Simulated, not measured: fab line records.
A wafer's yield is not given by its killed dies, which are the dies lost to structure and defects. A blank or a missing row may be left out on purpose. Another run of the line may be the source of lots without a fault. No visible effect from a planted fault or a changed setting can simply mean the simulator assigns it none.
Chamber matching ; flow n5-finfet ; N5_BEOL_M7_ILD_DEP_00 on pecvd-03 has 3 sister chambers
The step deposits SiCOH lowk from DEMS/porogen, target thk 179.75 nm, time 33.4 s. 16 wafers are shown with their chamber, then 8 later ones without.

EACH WAFER AND ITS CHAMBER
wafer;chamber;heater-power-w (W);throttle-valve-pct (%);heater-power-outer-w (W)
L075.1;1;212;14.5;84
L075.2;2;316;13.9;128
L075.6;0;360;13.6;169
L081.4;2;337;14.1;148
L081.5;0;337;13.6;146
L081.6;1;260;14.5;122
L082.2;2;335;14.0;143
L082.4;1;237;14.2;100
L082.5;0;373;13.3;177
L087.1;0;362;13.6;174
L087.3;0;376;13.6;181
L087.4;2;307;13.8;122
L090.1;2;338;14.1;144
L090.4;0;378;13.7;174
L090.6;1;237;14.3;105
L093.1;1;222;14.6;94

SIGNATURES (averages over the wafers above)
reading;chamber 0;chamber 1;chamber 2;scatter within a chamber
heater-power-w;364.33;233.60;326.60;15.9
throttle-valve-pct;13.567;14.420;13.980;0.144
heater-power-outer-w;170.17;101.00;137.00;12.7
Rule: for a wafer and a chamber, the distance is found by dividing, reading by reading, the gap between the wafer's reading and the chamber's mean by the reading's scatter, squaring, summing and taking the root. The wafer belongs to the nearest chamber; if the next one is less than 2 further off, it can't be placed. The scatter is the square root of a quotient: the sum, over the shown wafers, of each reading's squared deviation from its chamber's mean, divided by wafers minus chambers.

WAFERS WHOSE CHAMBER IS MISSING
wafer;heater-power-w (W);throttle-valve-pct (%);heater-power-outer-w (W)
L093.3;233;14.4;100
L093.6;384;13.6;182
L091.2;320;14.2;129
L091.3;378;13.9;182
L091.6;313;13.9;135
L096.4;253;14.6;114
L096.5;304;14.2;127
L096.6;354;13.7;158

CHAMBER TAKEN BY EACH
wafer;from the rows above;in truth
L093.3;1;1
L093.6;0;0
L091.2;2;2
L091.3;0;0
L091.6;2;2
L096.4;1;1
L096.5;2;2
L096.6;can't be placed: 0 or 2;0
7 of 8 placed correctly. These rows do not allow placing 1 (true chamber among the candidates in 1). Wrongly placed: 0.
